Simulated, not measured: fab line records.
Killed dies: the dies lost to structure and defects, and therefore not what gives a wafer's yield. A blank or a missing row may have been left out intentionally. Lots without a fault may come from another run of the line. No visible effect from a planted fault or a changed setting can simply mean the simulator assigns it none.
Which tool was responsible? || flow nandHarc || Sampling: 14 lots, 42 wafers, 6 of 1159 route steps

## WHAT THE GAUGES READ, wafer by wafer
NHARC_A_ZERO_WELL_INSPECT_17. Usual: rawDefectCount reads 10 (standard deviation 5.8).
{"lot": "L834", "measured": "day 6 14:28", "on": "defectInspect-01", "rawDefectCount": "4 4 9", "flag": ""}
{"lot": "L836", "measured": "day 7 01:08", "on": "defectInspect-02", "rawDefectCount": "6 13 10", "flag": ""}
{"lot": "L835", "measured": "day 7 01:24", "on": "defectInspect-01", "rawDefectCount": "7 12 7", "flag": ""}
{"lot": "L837", "measured": "day 7 11:15", "on": "defectInspect-02", "rawDefectCount": "4 27 13", "flag": ""}
{"lot": "L838", "measured": "day 7 18:36", "on": "defectInspect-02", "rawDefectCount": "3 7 10", "flag": ""}
{"lot": "L839", "measured": "day 7 19:07", "on": "defectInspect-01", "rawDefectCount": "9 8 14", "flag": ""}
{"lot": "L841", "measured": "day 8 09:52", "on": "defectInspect-02", "rawDefectCount": "7 7 15", "flag": ""}
{"lot": "L843", "measured": "day 8 21:01", "on": "defectInspect-01", "rawDefectCount": "7 10 21", "flag": ""}
{"lot": "L850", "measured": "day 10 14:10", "on": "defectInspect-02", "rawDefectCount": "16 3 14", "flag": ""}
{"lot": "L852", "measured": "day 10 23:55", "on": "defectInspect-01", "rawDefectCount": "19 21 8", "flag": ""}
{"lot": "L853", "measured": "day 11 01:10", "on": "defectInspect-02", "rawDefectCount": "3 7 5", "flag": ""}
{"lot": "L855", "measured": "day 11 21:22", "on": "defectInspect-02", "rawDefectCount": "4 5 3", "flag": ""}
{"lot": "L857", "measured": "day 11 22:13", "on": "defectInspect-01", "rawDefectCount": "3 6 7", "flag": ""}
{"lot": "L856", "measured": "day 11 22:47", "on": "defectInspect-01", "rawDefectCount": "1 7 2", "flag": ""}

NHARC_A_ONON_D1_THK_MEAS_27: measures by ellipsometry. Usual: thkNm reads 1002 nm (standard deviation 9.3).
{"lot": "L834", "measured": "day 7 21:16", "on": "filmMetro-02", "thkNm (nm)": "998 996 998", "flag": ""}
{"lot": "L836", "measured": "day 8 10:43", "on": "filmMetro-02", "thkNm (nm)": "1017 1017 1016", "flag": ""}
{"lot": "L835", "measured": "day 8 10:43", "on": "filmMetro-02", "thkNm (nm)": "1006 1002 1004", "flag": ""}
{"lot": "L837", "measured": "day 8 20:59", "on": "filmMetro-01", "thkNm (nm)": "1014 1014 1012", "flag": ""}
{"lot": "L838", "measured": "day 9 02:41", "on": "filmMetro-01", "thkNm (nm)": "1003 1003 1001", "flag": ""}
{"lot": "L839", "measured": "day 9 02:42", "on": "filmMetro-01", "thkNm (nm)": "1013 1012 1011", "flag": ""}
{"lot": "L841", "measured": "day 9 17:12", "on": "filmMetro-01", "thkNm (nm)": "992 991 992", "flag": ""}
{"lot": "L843", "measured": "day 10 08:49", "on": "filmMetro-02", "thkNm (nm)": "996 995 997", "flag": ""}
{"lot": "L850", "measured": "day 11 22:19", "on": "filmMetro-01", "thkNm (nm)": "1609 1610 1610 1607 1609 1609", "flag": "OFF"}
{"lot": "L852", "measured": "day 12 09:42", "on": "filmMetro-02", "thkNm (nm)": "1626 1626 1626 1627 1626 1629", "flag": "OFF"}
{"lot": "L853", "measured": "day 12 09:44", "on": "filmMetro-01", "thkNm (nm)": "1010 1008 1010", "flag": ""}
{"lot": "L855", "measured": "day 13 06:00", "on": "filmMetro-02", "thkNm (nm)": "998 996 998", "flag": ""}
{"lot": "L857", "measured": "day 13 06:08", "on": "filmMetro-01", "thkNm (nm)": "988 986 988", "flag": ""}
{"lot": "L856", "measured": "day 13 06:21", "on": "filmMetro-02", "thkNm (nm)": "1003 1005 1004", "flag": ""}

NHARC_A_CHANNEL_HOLE_D1_INSPECT_12. Usual: rawDefectCount reads 5.2 (standard deviation 2.7).
{"lot": "L834", "measured": "day 8 03:05", "on": "defectInspect-02", "rawDefectCount": "4 7 5", "flag": ""}
{"lot": "L836", "measured": "day 8 15:23", "on": "defectInspect-01", "rawDefectCount": "3 2 3", "flag": ""}
{"lot": "L835", "measured": "day 8 16:33", "on": "defectInspect-02", "rawDefectCount": "4 0 1", "flag": ""}
{"lot": "L837", "measured": "day 9 02:25", "on": "defectInspect-02", "rawDefectCount": "6 6 3", "flag": ""}
{"lot": "L838", "measured": "day 9 06:56", "on": "defectInspect-02", "rawDefectCount": "6 2 3", "flag": ""}
{"lot": "L839", "measured": "day 9 07:07", "on": "defectInspect-01", "rawDefectCount": "7 5 5", "flag": ""}
{"lot": "L841", "measured": "day 9 21:16", "on": "defectInspect-02", "rawDefectCount": "5 2 7", "flag": ""}
{"lot": "L843", "measured": "day 10 14:37", "on": "defectInspect-02", "rawDefectCount": "8 10 11", "flag": ""}
{"lot": "L853", "measured": "day 12 13:47", "on": "defectInspect-02", "rawDefectCount": "7 3 9", "flag": ""}
{"lot": "L855", "measured": "day 13 10:07", "on": "defectInspect-01", "rawDefectCount": "5 1 1", "flag": ""}
{"lot": "L857", "measured": "day 13 10:18", "on": "defectInspect-01", "rawDefectCount": "4 7 6", "flag": ""}
{"lot": "L856", "measured": "day 13 12:08", "on": "defectInspect-02", "rawDefectCount": "9 7 7", "flag": ""}

NHARC_END_SORT_01. Usual: defectLimitedYield 95.5 %, standard deviation 1.4; killedAtArray 27, standard deviation 9.8; killedAtOther 0.6, standard deviation 0.83; killedAtPeriphery 3.5, standard deviation 2.4; killedDies 31, standard deviation 9.6; killedOpen 3.1, standard deviation 1.9; killedShort 2.0, standard deviation 1.5; sort_bin_2_pct 1.4 %, standard deviation 0.6; sort_bin_3_pct 0.26 %, standard deviation 0.23; sort_bin_4_pct 2.8 %, standard deviation 0.89; sortNPass 646, standard deviation 9.6; sortRimYieldPct 96.6 %, standard deviation 2.5; sortYieldPct 95.5 %, standard deviation 1.4.
{"lot": "L857", "measured": "day 25 00:52", "on": "prober-02", "defectLimitedYield (%)": "96.0 94.7 96.5", "killedAtArray": "23 34 22", "killedAtOther": "1 1 1", "killedAtPeriphery": "3 1 1", "killedDies": "27 36 24", "killedOpen": "3 5 3", "killedShort": "2 2 0", "sort_bin_2_pct (%)": "0.9 2.2 1.0", "sort_bin_3_pct (%)": "0.30 0.30 0", "sort_bin_4_pct (%)": "2.8 2.8 2.5", "sortNPass": "650 641 653", "sortRimYieldPct (%)": "98.1 97.2 100.0", "sortYieldPct (%)": "96.0 94.7 96.5", "flag": ""}

## WHAT TOOL EACH LOT RAN ON (gives the tool, then ch and the chambers of the sampled wafers, and finally the start)
{"lot": "L834", "NHARC_P_BONDPAD_DEGAS_25": "pvdSputter-03, day 6 10:04", "NHARC_A_ONON_D1_DEP_25": "pecvdOnon-01 ch 0, day 7 20:46"}
{"lot": "L836", "NHARC_P_BONDPAD_DEGAS_25": "pvdSputter-01, day 6 20:30", "NHARC_A_ONON_D1_DEP_25": "pecvdOnon-01 ch 0, day 8 10:16"}
{"lot": "L835", "NHARC_P_BONDPAD_DEGAS_25": "pvdSputter-02, day 6 20:55", "NHARC_A_ONON_D1_DEP_25": "pecvdOnon-02 ch 0, day 8 10:12"}
{"lot": "L837", "NHARC_P_BONDPAD_DEGAS_25": "pvdSputter-03, day 7 06:49", "NHARC_A_ONON_D1_DEP_25": "pecvdOnon-02 ch 0, day 8 20:28"}
{"lot": "L838", "NHARC_P_BONDPAD_DEGAS_25": "pvdSputter-01, day 7 13:59", "NHARC_A_ONON_D1_DEP_25": "pecvdOnon-02 ch 0, day 9 02:22"}
{"lot": "L839", "NHARC_P_BONDPAD_DEGAS_25": "pvdSputter-03, day 7 14:38", "NHARC_A_ONON_D1_DEP_25": "pecvdOnon-01 ch 0, day 9 02:11"}
{"lot": "L841", "NHARC_P_BONDPAD_DEGAS_25": "pvdSputter-03, day 8 05:27", "NHARC_A_ONON_D1_DEP_25": "pecvdOnon-03 ch 0, day 9 16:41"}
{"lot": "L843", "NHARC_P_BONDPAD_DEGAS_25": "pvdSputter-01, day 8 16:37", "NHARC_A_ONON_D1_DEP_25": "pecvdOnon-02 ch 0, day 10 08:26"}
{"lot": "L850", "NHARC_P_BONDPAD_DEGAS_25": "pvdSputter-02, day 10 09:44", "NHARC_A_ONON_D1_DEP_25": "pecvdOnon-02 ch 0, day 11 21:49"}
{"lot": "L852", "NHARC_P_BONDPAD_DEGAS_25": "pvdSputter-03, day 10 19:26", "NHARC_A_ONON_D1_DEP_25": "pecvdOnon-02 ch 0, day 12 09:14"}
{"lot": "L853", "NHARC_P_BONDPAD_DEGAS_25": "pvdSputter-03, day 10 20:52", "NHARC_A_ONON_D1_DEP_25": "pecvdOnon-03 ch 0, day 12 09:12"}
{"lot": "L855", "NHARC_P_BONDPAD_DEGAS_25": "pvdSputter-01, day 11 16:56", "NHARC_A_ONON_D1_DEP_25": "pecvdOnon-01 ch 0, day 13 05:29"}
{"lot": "L857", "NHARC_P_BONDPAD_DEGAS_25": "pvdSputter-03, day 11 17:47", "NHARC_A_ONON_D1_DEP_25": "pecvdOnon-03 ch 0, day 13 05:44"}
{"lot": "L856", "NHARC_P_BONDPAD_DEGAS_25": "pvdSputter-01, day 11 18:21", "NHARC_A_ONON_D1_DEP_25": "pecvdOnon-01 ch 0, day 13 05:54"}
- NHARC_P_BONDPAD_DEGAS_25: time 60 s.
- NHARC_A_ONON_D1_DEP_25: target thk 1000 nm.

## WHAT THE TOOLS THEMSELVES READ (means of the sampled wafers that have a number; where no wafer has one, the mark that the record gives instead)
NHARC_P_BONDPAD_DEGAS_25. Usual: heaterPowerW reads 445 W (standard deviation 35).
{"lot": "L834", "tool": "pvdSputter-03", "heaterPowerW (W)": 435, "flag": ""}
{"lot": "L836", "tool": "pvdSputter-01", "heaterPowerW (W)": 451, "flag": ""}
{"lot": "L835", "tool": "pvdSputter-02", "heaterPowerW (W)": 493, "flag": ""}
{"lot": "L837", "tool": "pvdSputter-03", "heaterPowerW (W)": 432, "flag": ""}
{"lot": "L838", "tool": "pvdSputter-01", "heaterPowerW (W)": 436, "flag": ""}
{"lot": "L839", "tool": "pvdSputter-03", "heaterPowerW (W)": 434, "flag": ""}
{"lot": "L841", "tool": "pvdSputter-03", "heaterPowerW (W)": 427, "flag": ""}
{"lot": "L843", "tool": "pvdSputter-01", "heaterPowerW (W)": 458, "flag": ""}
{"lot": "L850", "tool": "pvdSputter-02", "heaterPowerW (W)": 476, "flag": ""}
{"lot": "L852", "tool": "pvdSputter-03", "heaterPowerW (W)": 434, "flag": ""}
{"lot": "L853", "tool": "pvdSputter-03", "heaterPowerW (W)": 421, "flag": ""}
{"lot": "L855", "tool": "pvdSputter-01", "heaterPowerW (W)": 455, "flag": ""}
{"lot": "L857", "tool": "pvdSputter-03", "heaterPowerW (W)": 434, "flag": ""}
{"lot": "L856", "tool": "pvdSputter-01", "heaterPowerW (W)": 434, "flag": ""}

NHARC_A_ONON_D1_DEP_25. Usual: nh3FlowSccm reads 499.6 sccm (standard deviation 1.6).
{"lot": "L834", "tool": "pecvdOnon-01", "nh3FlowSccm (sccm)": 497.0, "flag": ""}
{"lot": "L836", "tool": "pecvdOnon-01", "nh3FlowSccm (sccm)": 499.0, "flag": ""}
{"lot": "L835", "tool": "pecvdOnon-02", "nh3FlowSccm (sccm)": 497.9, "flag": ""}
{"lot": "L837", "tool": "pecvdOnon-02", "nh3FlowSccm (sccm)": 499.7, "flag": ""}
{"lot": "L838", "tool": "pecvdOnon-02", "nh3FlowSccm (sccm)": 498.5, "flag": ""}
{"lot": "L839", "tool": "pecvdOnon-01", "nh3FlowSccm (sccm)": 500.2, "flag": ""}
{"lot": "L841", "tool": "pecvdOnon-03", "nh3FlowSccm (sccm)": 498.0, "flag": ""}
{"lot": "L843", "tool": "pecvdOnon-02", "nh3FlowSccm (sccm)": 500.4, "flag": ""}
{"lot": "L850", "tool": "pecvdOnon-02", "nh3FlowSccm (sccm)": 497.9, "flag": ""}
{"lot": "L852", "tool": "pecvdOnon-02", "nh3FlowSccm (sccm)": 500.0, "flag": ""}
{"lot": "L853", "tool": "pecvdOnon-03", "nh3FlowSccm (sccm)": 499.6, "flag": ""}
{"lot": "L855", "tool": "pecvdOnon-01", "nh3FlowSccm (sccm)": 500.2, "flag": ""}
{"lot": "L857", "tool": "pecvdOnon-03", "nh3FlowSccm (sccm)": 498.6, "flag": ""}
{"lot": "L856", "tool": "pecvdOnon-01", "nh3FlowSccm (sccm)": 499.5, "flag": ""}

## THE ANSWER, worked out from the rows above alone
Rule: a lot counts as off when the mean over its wafers that have a number is more than 3 standard deviations away from the usual mean. A lot without any number at a reading at which 4 lots or more have one is off too. The other lots that the step has rows for count as sound. Order of review: gauges by route order, followed by the tools' own readings, for which a lot's mean as printed above is used. The first step at which some lot is off is used, and at that step the reading that is off furthest; a lot without a number counts as furthest.
Off: L850, L852 (NHARC_A_ONON_D1_THK_MEAS_27, thkNm).
A tool fits if, at a process step before that reading, it ran every lot that is off, and no sound lot after the first of them. Those tools and the gauges at NHARC_A_ONON_D1_THK_MEAS_27 are tried in the same way. One fits: pecvdOnon-02 at NHARC_A_ONON_D1_DEP_25. A fault onset in the window from L843 (day 10 08:26, its last sound lot) to L850 (day 11 21:49, its first lot off) fits.

## WHAT THE SIMULATOR PUT IN
pecvdOnon-02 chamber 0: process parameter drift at NHARC_A_ONON_D1_DEP_25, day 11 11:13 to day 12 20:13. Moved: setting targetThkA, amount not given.
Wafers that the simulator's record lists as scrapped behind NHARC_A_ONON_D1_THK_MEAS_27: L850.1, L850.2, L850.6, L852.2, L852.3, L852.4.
Struck lots among those shown: L850, L852. The rule above found the same.
